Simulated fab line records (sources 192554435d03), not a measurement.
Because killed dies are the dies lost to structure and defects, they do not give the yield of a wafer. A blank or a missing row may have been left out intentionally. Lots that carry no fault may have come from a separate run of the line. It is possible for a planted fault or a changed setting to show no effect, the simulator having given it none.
The tool behind it: which one? || flow n5_finfet || Sampling: 9 lots, 27 wafers, 4 of 1938 route steps

## WHAT THE GAUGES SHOWED, per wafer
N5_BEOL_M6_OCD_MEAS_38. Usual: trench_depth_nm reads 94.1 nm (standard deviation 1.5).
{"lot": "L537", "measured": "day 8 08:38", "on": "ocd-02", "trench_depth_nm (nm)": "93.8 92.2 95.0", "flag": ""}
{"lot": "L539", "measured": "day 8 23:47", "on": "ocd-01", "trench_depth_nm (nm)": "93.2 95.7 93.6", "flag": ""}
{"lot": "L544", "measured": "day 10 00:06", "on": "ocd-01", "trench_depth_nm (nm)": "93.0 88.3 88.1", "flag": ""}
{"lot": "L545", "measured": "day 10 09:53", "on": "ocd-01", "trench_depth_nm (nm)": "90.1 95.4 90.0", "flag": ""}
{"lot": "L556", "measured": "day 12 21:32", "on": "ocd-01", "trench_depth_nm (nm)": "92.1 93.5 92.3", "flag": ""}
{"lot": "L557", "measured": "day 13 21:37", "on": "ocd-02", "trench_depth_nm (nm)": "92.5 92.5 96.5", "flag": ""}
{"lot": "L558", "measured": "day 14 02:10", "on": "ocd-01", "trench_depth_nm (nm)": "96.3 92.7 92.8", "flag": ""}
{"lot": "L559", "measured": "day 14 05:02", "on": "ocd-02", "trench_depth_nm (nm)": "92.7 94.2 93.9", "flag": ""}
{"lot": "L560", "measured": "day 14 07:34", "on": "ocd-02", "trench_depth_nm (nm)": "96.4 93.3 93.9", "flag": ""}

## WHICH TOOL RAN EACH LOT (tool, then ch and the chambers of the sampled wafers, then the start)
{"lot": "L537", "N5_BEOL_M6_ETCH_65": "rie_diel-03 ch 0,1,2, day 8 08:15", "N5_BEOL_M6_ETCH_66": "rie_diel-03 ch 0,1,2, day 8 08:17", "N5_BEOL_M6_TRENCH_ETCH_37": "rie_diel-03 ch 0,1,2, day 8 08:28"}
{"lot": "L539", "N5_BEOL_M6_ETCH_65": "rie_diel-06 ch 1,2, day 8 23:25", "N5_BEOL_M6_ETCH_66": "rie_diel-06 ch 1,2, day 8 23:26", "N5_BEOL_M6_TRENCH_ETCH_37": "rie_diel-06 ch 1,2, day 8 23:38"}
{"lot": "L544", "N5_BEOL_M6_ETCH_65": "rie_diel-06 ch 1,3, day 9 23:43", "N5_BEOL_M6_ETCH_66": "rie_diel-06 ch 1,3, day 9 23:45", "N5_BEOL_M6_TRENCH_ETCH_37": "rie_diel-06 ch 1,3, day 9 23:56"}
{"lot": "L545", "N5_BEOL_M6_ETCH_65": "rie_diel-06 ch 0,1, day 10 09:30", "N5_BEOL_M6_ETCH_66": "rie_diel-06 ch 0,1, day 10 09:32", "N5_BEOL_M6_TRENCH_ETCH_37": "rie_diel-06 ch 0,1, day 10 09:43"}
{"lot": "L556", "N5_BEOL_M6_ETCH_65": "rie_diel-03 ch 1,2,3, day 12 21:10", "N5_BEOL_M6_ETCH_66": "rie_diel-03 ch 1,2,3, day 12 21:13", "N5_BEOL_M6_TRENCH_ETCH_37": "rie_diel-03 ch 1,2,3, day 12 21:23"}
{"lot": "L557", "N5_BEOL_M6_ETCH_65": "rie_diel-06 ch 0,2,3, day 13 21:14", "N5_BEOL_M6_ETCH_66": "rie_diel-06 ch 0,2,3, day 13 21:16", "N5_BEOL_M6_TRENCH_ETCH_37": "rie_diel-06 ch 0,2,3, day 13 21:27"}
{"lot": "L558", "N5_BEOL_M6_ETCH_65": "rie_diel-06 ch 2,3, day 14 01:48", "N5_BEOL_M6_ETCH_66": "rie_diel-06 ch 2,3, day 14 01:50", "N5_BEOL_M6_TRENCH_ETCH_37": "rie_diel-06 ch 2,3, day 14 02:01"}
{"lot": "L559", "N5_BEOL_M6_ETCH_65": "rie_diel-06 ch 1,3, day 14 04:39", "N5_BEOL_M6_ETCH_66": "rie_diel-06 ch 1,3, day 14 04:41", "N5_BEOL_M6_TRENCH_ETCH_37": "rie_diel-06 ch 1,3, day 14 04:52"}
{"lot": "L560", "N5_BEOL_M6_ETCH_65": "rie_diel-06 ch 1,2, day 14 07:11", "N5_BEOL_M6_ETCH_66": "rie_diel-06 ch 1,2, day 14 07:13", "N5_BEOL_M6_TRENCH_ETCH_37": "rie_diel-06 ch 1,2, day 14 07:25"}
- N5_BEOL_M6_ETCH_65: etches SiARC in CF4, target depth 15.6 nm, time 26 s.
- N5_BEOL_M6_ETCH_66: etches SOC in N2/H2, target depth 80 nm, overetch 16 nm, time 120 s.
- N5_BEOL_M6_TRENCH_ETCH_37: etches SiCOH lowk in C4F6/O2, target depth 94.435 nm, time 31.5 s.

## WHAT THE TOOLS THEMSELVES READ (means of the sampled wafers that have a number; where no wafer has one, the mark that the record gives instead)
N5_BEOL_M6_ETCH_65. Usual: bias_w 36.00 W, standard deviation 0.1; cf4_flow_sccm 100.06 sccm, standard deviation 0.3; drypump_motor_current_A 5.4 A, standard deviation 0.47; etch_rf_on_time_s 26.0 s, standard deviation 0.53; oes_product_au 0.66 a.u., standard deviation 0.058; rf_vpp_V 183.9 V, standard deviation 1.1; showerhead_plenum_p_Torr 2.13 Torr, standard deviation 0.07; throttle_valve_pct 15.64 %, standard deviation 0.25.
{"lot": "L537", "tool": "rie_diel-03", "bias_w (W)": 36.05, "cf4_flow_sccm (sccm)": 99.95, "drypump_motor_current_A (A)": 5.6, "etch_rf_on_time_s (s)": 25.9, "oes_product_au (a.u.)": 0.63, "rf_vpp_V (V)": 183.9, "showerhead_plenum_p_Torr (Torr)": 2.11, "throttle_valve_pct (%)": 15.66, "flag": ""}
{"lot": "L539", "tool": "rie_diel-06", "bias_w (W)": 36.05, "cf4_flow_sccm (sccm)": 100.04, "drypump_motor_current_A (A)": 5.3, "etch_rf_on_time_s (s)": 25.9, "oes_product_au (a.u.)": 0.68, "rf_vpp_V (V)": 184.2, "showerhead_plenum_p_Torr (Torr)": 2.13, "throttle_valve_pct (%)": 15.64, "flag": ""}
{"lot": "L544", "tool": "rie_diel-06", "bias_w (W)": 36.09, "cf4_flow_sccm (sccm)": 100.35, "drypump_motor_current_A (A)": 5.2, "etch_rf_on_time_s (s)": 26.6, "oes_product_au (a.u.)": 0.66, "rf_vpp_V (V)": 184.1, "showerhead_plenum_p_Torr (Torr)": 2.14, "throttle_valve_pct (%)": 15.51, "flag": ""}
{"lot": "L545", "tool": "rie_diel-06", "bias_w (W)": 36.02, "cf4_flow_sccm (sccm)": 99.72, "drypump_motor_current_A (A)": 5.3, "etch_rf_on_time_s (s)": 26.2, "oes_product_au (a.u.)": 0.64, "rf_vpp_V (V)": 183.7, "showerhead_plenum_p_Torr (Torr)": 2.18, "throttle_valve_pct (%)": 15.72, "flag": ""}
{"lot": "L556", "tool": "rie_diel-03", "bias_w (W)": 35.85, "cf4_flow_sccm (sccm)": 100.26, "drypump_motor_current_A (A)": 5.5, "etch_rf_on_time_s (s)": 26.5, "oes_product_au (a.u.)": 0.66, "rf_vpp_V (V)": 182.9, "showerhead_plenum_p_Torr (Torr)": 2.09, "throttle_valve_pct (%)": 15.62, "flag": ""}
{"lot": "L557", "tool": "rie_diel-06", "bias_w (W)": 35.93, "cf4_flow_sccm (sccm)": 100.21, "drypump_motor_current_A (A)": 5.0, "etch_rf_on_time_s (s)": 26.2, "oes_product_au (a.u.)": 0.63, "rf_vpp_V (V)": 183.7, "showerhead_plenum_p_Torr (Torr)": 2.10, "throttle_valve_pct (%)": 15.66, "flag": ""}
{"lot": "L558", "tool": "rie_diel-06", "bias_w (W)": 36.12, "cf4_flow_sccm (sccm)": 100.21, "drypump_motor_current_A (A)": 5.0, "etch_rf_on_time_s (s)": 26.2, "oes_product_au (a.u.)": 0.65, "rf_vpp_V (V)": 183.6, "showerhead_plenum_p_Torr (Torr)": 2.06, "throttle_valve_pct (%)": 15.45, "flag": ""}
{"lot": "L559", "tool": "rie_diel-06", "bias_w (W)": 35.90, "cf4_flow_sccm (sccm)": 100.08, "drypump_motor_current_A (A)": 5.2, "etch_rf_on_time_s (s)": 26.4, "oes_product_au (a.u.)": 0.64, "rf_vpp_V (V)": 184.0, "showerhead_plenum_p_Torr (Torr)": 2.12, "throttle_valve_pct (%)": 15.59, "flag": ""}
{"lot": "L560", "tool": "rie_diel-06", "bias_w (W)": 36.00, "cf4_flow_sccm (sccm)": 100.11, "drypump_motor_current_A (A)": 5.3, "etch_rf_on_time_s (s)": 26.0, "oes_product_au (a.u.)": 0.64, "rf_vpp_V (V)": 183.4, "showerhead_plenum_p_Torr (Torr)": 2.12, "throttle_valve_pct (%)": 15.73, "flag": ""}

N5_BEOL_M6_ETCH_66. Usual: bias_w 150.0 W, standard deviation 0.5; drypump_motor_current_A 5.5 A, standard deviation 0.47; oes_product_au 0.60 a.u., standard deviation 0.05; rf_vpp_V 523.5 V, standard deviation 2.4; showerhead_plenum_p_Torr 2.53 Torr, standard deviation 0.085; throttle_valve_pct 17.87 %, standard deviation 0.24.
{"lot": "L537", "tool": "rie_diel-03", "bias_w (W)": 149.8, "drypump_motor_current_A (A)": 5.7, "oes_product_au (a.u.)": 0.57, "rf_vpp_V (V)": 522.8, "showerhead_plenum_p_Torr (Torr)": 2.49, "throttle_valve_pct (%)": 17.83, "flag": ""}
{"lot": "L539", "tool": "rie_diel-06", "bias_w (W)": 149.7, "drypump_motor_current_A (A)": 5.3, "oes_product_au (a.u.)": 0.60, "rf_vpp_V (V)": 522.9, "showerhead_plenum_p_Torr (Torr)": 2.52, "throttle_valve_pct (%)": 17.81, "flag": ""}
{"lot": "L544", "tool": "rie_diel-06", "bias_w (W)": 150.1, "drypump_motor_current_A (A)": 5.2, "oes_product_au (a.u.)": 0.60, "rf_vpp_V (V)": 523.2, "showerhead_plenum_p_Torr (Torr)": 2.52, "throttle_valve_pct (%)": 17.73, "flag": ""}
{"lot": "L545", "tool": "rie_diel-06", "bias_w (W)": 149.9, "drypump_motor_current_A (A)": 5.3, "oes_product_au (a.u.)": 0.58, "rf_vpp_V (V)": 525.0, "showerhead_plenum_p_Torr (Torr)": 2.57, "throttle_valve_pct (%)": 17.90, "flag": ""}
{"lot": "L556", "tool": "rie_diel-03", "bias_w (W)": 150.3, "drypump_motor_current_A (A)": 5.4, "oes_product_au (a.u.)": 0.59, "rf_vpp_V (V)": 522.3, "showerhead_plenum_p_Torr (Torr)": 2.47, "throttle_valve_pct (%)": 17.75, "flag": ""}
{"lot": "L557", "tool": "rie_diel-06", "bias_w (W)": 150.4, "drypump_motor_current_A (A)": 5.0, "oes_product_au (a.u.)": 0.57, "rf_vpp_V (V)": 522.8, "showerhead_plenum_p_Torr (Torr)": 2.51, "throttle_valve_pct (%)": 18.03, "flag": ""}
{"lot": "L558", "tool": "rie_diel-06", "bias_w (W)": 150.0, "drypump_motor_current_A (A)": 5.0, "oes_product_au (a.u.)": 0.59, "rf_vpp_V (V)": 520.8, "showerhead_plenum_p_Torr (Torr)": 2.45, "throttle_valve_pct (%)": 17.88, "flag": ""}
{"lot": "L559", "tool": "rie_diel-06", "bias_w (W)": 150.7, "drypump_motor_current_A (A)": 5.2, "oes_product_au (a.u.)": 0.58, "rf_vpp_V (V)": 523.0, "showerhead_plenum_p_Torr (Torr)": 2.51, "throttle_valve_pct (%)": 17.77, "flag": ""}
{"lot": "L560", "tool": "rie_diel-06", "bias_w (W)": 150.5, "drypump_motor_current_A (A)": 5.3, "oes_product_au (a.u.)": 0.57, "rf_vpp_V (V)": 522.9, "showerhead_plenum_p_Torr (Torr)": 2.50, "throttle_valve_pct (%)": 17.89, "flag": ""}

N5_BEOL_M6_TRENCH_ETCH_37. Usual: bias_w 185.1 W, standard deviation 0.6; drypump_motor_current_A 5.5 A, standard deviation 0.47; oes_product_au 0.78 a.u., standard deviation 0.068; rf_vpp_V 667 V, standard deviation 9.2; showerhead_plenum_p_Torr 2.83 Torr, standard deviation 0.093; throttle_valve_pct 20.94 %, standard deviation 0.24.
{"lot": "L537", "tool": "rie_diel-03", "bias_w (W)": 184.3, "drypump_motor_current_A (A)": 5.6, "oes_product_au (a.u.)": 0.73, "rf_vpp_V (V)": 666, "showerhead_plenum_p_Torr (Torr)": 2.81, "throttle_valve_pct (%)": 20.96, "flag": ""}
{"lot": "L539", "tool": "rie_diel-06", "bias_w (W)": 185.5, "drypump_motor_current_A (A)": 5.3, "oes_product_au (a.u.)": 0.79, "rf_vpp_V (V)": 677, "showerhead_plenum_p_Torr (Torr)": 2.83, "throttle_valve_pct (%)": 20.98, "flag": ""}
{"lot": "L544", "tool": "rie_diel-06", "bias_w (W)": 161.5, "drypump_motor_current_A (A)": 5.2, "oes_product_au (a.u.)": 0.77, "rf_vpp_V (V)": 606, "showerhead_plenum_p_Torr (Torr)": 2.84, "throttle_valve_pct (%)": 20.84, "flag": "OFF"}
{"lot": "L545", "tool": "rie_diel-06", "bias_w (W)": 160.7, "drypump_motor_current_A (A)": 5.3, "oes_product_au (a.u.)": 0.74, "rf_vpp_V (V)": 598, "showerhead_plenum_p_Torr (Torr)": 2.90, "throttle_valve_pct (%)": 21.05, "flag": "OFF"}
{"lot": "L556", "tool": "rie_diel-03", "bias_w (W)": 185.4, "drypump_motor_current_A (A)": 5.5, "oes_product_au (a.u.)": 0.76, "rf_vpp_V (V)": 667, "showerhead_plenum_p_Torr (Torr)": 2.78, "throttle_valve_pct (%)": 20.94, "flag": ""}
{"lot": "L557", "tool": "rie_diel-06", "bias_w (W)": 185.2, "drypump_motor_current_A (A)": 5.0, "oes_product_au (a.u.)": 0.74, "rf_vpp_V (V)": 666, "showerhead_plenum_p_Torr (Torr)": 2.79, "throttle_valve_pct (%)": 20.93, "flag": ""}
{"lot": "L558", "tool": "rie_diel-06", "bias_w (W)": 185.2, "drypump_motor_current_A (A)": 5.0, "oes_product_au (a.u.)": 0.76, "rf_vpp_V (V)": 674, "showerhead_plenum_p_Torr (Torr)": 2.73, "throttle_valve_pct (%)": 20.74, "flag": ""}
{"lot": "L559", "tool": "rie_diel-06", "bias_w (W)": 185.4, "drypump_motor_current_A (A)": 5.2, "oes_product_au (a.u.)": 0.75, "rf_vpp_V (V)": 677, "showerhead_plenum_p_Torr (Torr)": 2.82, "throttle_valve_pct (%)": 20.91, "flag": ""}
{"lot": "L560", "tool": "rie_diel-06", "bias_w (W)": 185.9, "drypump_motor_current_A (A)": 5.3, "oes_product_au (a.u.)": 0.75, "rf_vpp_V (V)": 675, "showerhead_plenum_p_Torr (Torr)": 2.81, "throttle_valve_pct (%)": 21.07, "flag": ""}

## THE ANSWER, worked out from the rows above alone
Rule: lot off if the mean of its wafers having a number is beyond 3 standard deviations from the usual mean. A lot without any number at a reading at which 4 lots or more have one is off too. Any other lot the step has rows for is counted as sound. First the gauges in route order, then the tools' own readings, where a lot's mean is used as printed above. At the first step where some lot is off, the reading lying furthest off is the one used; lots without a number count as furthest.
Off: L544, L545 (N5_BEOL_M6_TRENCH_ETCH_37, bias_w).
If a tool, at that step or one of the process steps before it, ran each lot that is off and ran no sound lot following the first of them, it fits. Not one of the candidates tried fits.

## WHAT THE SIMULATOR HAD INSERTED
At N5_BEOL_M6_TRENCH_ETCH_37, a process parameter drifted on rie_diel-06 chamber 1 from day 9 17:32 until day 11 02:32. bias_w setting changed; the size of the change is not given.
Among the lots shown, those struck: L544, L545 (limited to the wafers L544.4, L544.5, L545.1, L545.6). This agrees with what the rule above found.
